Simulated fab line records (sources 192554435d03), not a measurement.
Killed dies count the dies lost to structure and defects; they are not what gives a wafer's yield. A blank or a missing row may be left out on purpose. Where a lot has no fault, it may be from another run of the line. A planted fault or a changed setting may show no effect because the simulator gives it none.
Chamber matching    flow n5 finfet    N5_BEOL_M10_CURE_72 on uv cure-02: 3 sister chambers
The step cures SiCOH lowk, time 120 s. 6 wafers are shown with their chamber, then 9 later ones without.

EACH WAFER AND ITS CHAMBER
wafer   chamber  wafer_temp_C_max  lamp power pct (%)
L085.3  1        371.6             52.28
L085.5  1        371.9             52.29
L087.5  2        370.7             52.33
L087.6  2        370.3             52.28
L089.4  0        371.3             52.30
L089.6  0        371.0             52.26

WAFERS WITH NO CHAMBER GIVEN
wafer   wafer_temp_C_max  lamp power pct (%)
L092.1  370.9             52.36
L092.2  370.5             52.27
L092.5  371.4             52.21
L097.2  371.2             52.29
L097.3  371.5             52.36
L097.6  371.1             52.28
L096.4  372.0             52.31
L096.5  371.0             52.34
L096.6  372.0             52.35

WHICH CHAMBER EACH ONE RAN IN
wafer    from the rows above            in truth
L092.1   can't be placed: 2 or 0 or 1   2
L092.2   can't be placed: 2 or 0        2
L092.5   can't be placed: 0 or 1        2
L097.2   can't be placed: 0 or 1        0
L097.3   can't be placed: 1 or 0 or 2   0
L097.6   0                              0
L096.4   1                              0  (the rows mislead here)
L096.5   can't be placed: 0 or 2 or 1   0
L096.6   can't be placed: 1 or 0        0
Correctly placed: 1 of 9. From these rows, 7 cannot be placed; in 6 the true chamber is one of the candidates. Number placed wrongly: 1.
How it was worked out, from the rows above alone: a wafer's distance from a chamber is the root of the sum, over the readings, of the square of ((its reading less the chamber's mean) divided by the reading's scatter). The wafer belongs to the nearest chamber; if the next one is less than 2 further off, it can't be placed. Each chamber's mean is taken over the wafers shown for it. The scatter: the root of (the sum of the squares of (reading less its chamber's mean) over the shown wafers, divided by (wafers less chambers)).
